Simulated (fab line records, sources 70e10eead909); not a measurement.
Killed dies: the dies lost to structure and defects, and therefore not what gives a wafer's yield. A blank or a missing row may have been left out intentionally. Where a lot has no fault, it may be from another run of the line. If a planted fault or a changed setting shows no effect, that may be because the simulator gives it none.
Chamber matching || flow nand-harc || NHARC_P_M0_CMP_23 on cmp-03 has 4 sister chambers
The step polishes, t overpolish 20 s, target thk 117.54 nm. 7 wafers are shown with their chamber, then 8 later ones without.

## WAFERS PAIRED WITH THEIR CHAMBERS
{"wafer": "L080.4", "chamber": 2, "motor-current-A (A)": 12.1, "time-to-endpoint-s (s)": 26.1}
{"wafer": "L083.2", "chamber": 1, "motor-current-A (A)": 11.0, "time-to-endpoint-s (s)": 29.9}
{"wafer": "L085.5", "chamber": 0, "motor-current-A (A)": 12.4, "time-to-endpoint-s (s)": 27.6}
{"wafer": "L092.1", "chamber": 0, "motor-current-A (A)": 12.7, "time-to-endpoint-s (s)": 27.8}
{"wafer": "L092.2", "chamber": 2, "motor-current-A (A)": 11.3, "time-to-endpoint-s (s)": 27.7}
{"wafer": "L092.4", "chamber": 3, "motor-current-A (A)": 12.7, "time-to-endpoint-s (s)": 25.9}
{"wafer": "L095.1", "chamber": 3, "motor-current-A (A)": 13.2, "time-to-endpoint-s (s)": 26.1}

## WAFERS MISSING THEIR CHAMBER
{"wafer": "L095.3", "motor-current-A (A)": 11.3, "time-to-endpoint-s (s)": 30.6}
{"wafer": "L095.4", "motor-current-A (A)": 12.9, "time-to-endpoint-s (s)": 26.2}
{"wafer": "L096.1", "motor-current-A (A)": 11.3, "time-to-endpoint-s (s)": 31.5}
{"wafer": "L096.2", "motor-current-A (A)": 10.9, "time-to-endpoint-s (s)": 32.9}
{"wafer": "L096.3", "motor-current-A (A)": 13.2, "time-to-endpoint-s (s)": 28.7}
{"wafer": "L097.1", "motor-current-A (A)": 11.0, "time-to-endpoint-s (s)": 34.3}
{"wafer": "L097.5", "motor-current-A (A)": 11.3, "time-to-endpoint-s (s)": 28.7}
{"wafer": "L097.6", "motor-current-A (A)": 11.0, "time-to-endpoint-s (s)": 29.7}

## EACH ONE'S CHAMBER
{"wafer": "L095.3", "from the rows above": 1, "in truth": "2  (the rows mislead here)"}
{"wafer": "L095.4", "from the rows above": 3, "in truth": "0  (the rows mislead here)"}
{"wafer": "L096.1", "from the rows above": 1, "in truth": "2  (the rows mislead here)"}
{"wafer": "L096.2", "from the rows above": 1, "in truth": 1}
{"wafer": "L096.3", "from the rows above": "can't be placed: 0 or 3", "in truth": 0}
{"wafer": "L097.1", "from the rows above": 1, "in truth": 1}
{"wafer": "L097.5", "from the rows above": "can't be placed: 1 or 2 or 0", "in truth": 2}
{"wafer": "L097.6", "from the rows above": 1, "in truth": 1}
Placed correctly: 3 of 8. These rows do not allow placing 2 (true chamber among the candidates in 2). Wrongly placed: 3.
How it was worked out, from the rows above alone: a wafer's distance from a chamber is the root of the sum, over the readings, of the square of ((its reading less the chamber's mean) divided by the reading's scatter). The wafer belongs to the nearest chamber; if the next one is less than 2 further off, it can't be placed. The mean given for a chamber averages the wafers shown for that chamber. The scatter: the root of (the sum of the squares of (reading less its chamber's mean) over the shown wafers, divided by (wafers less chambers)).
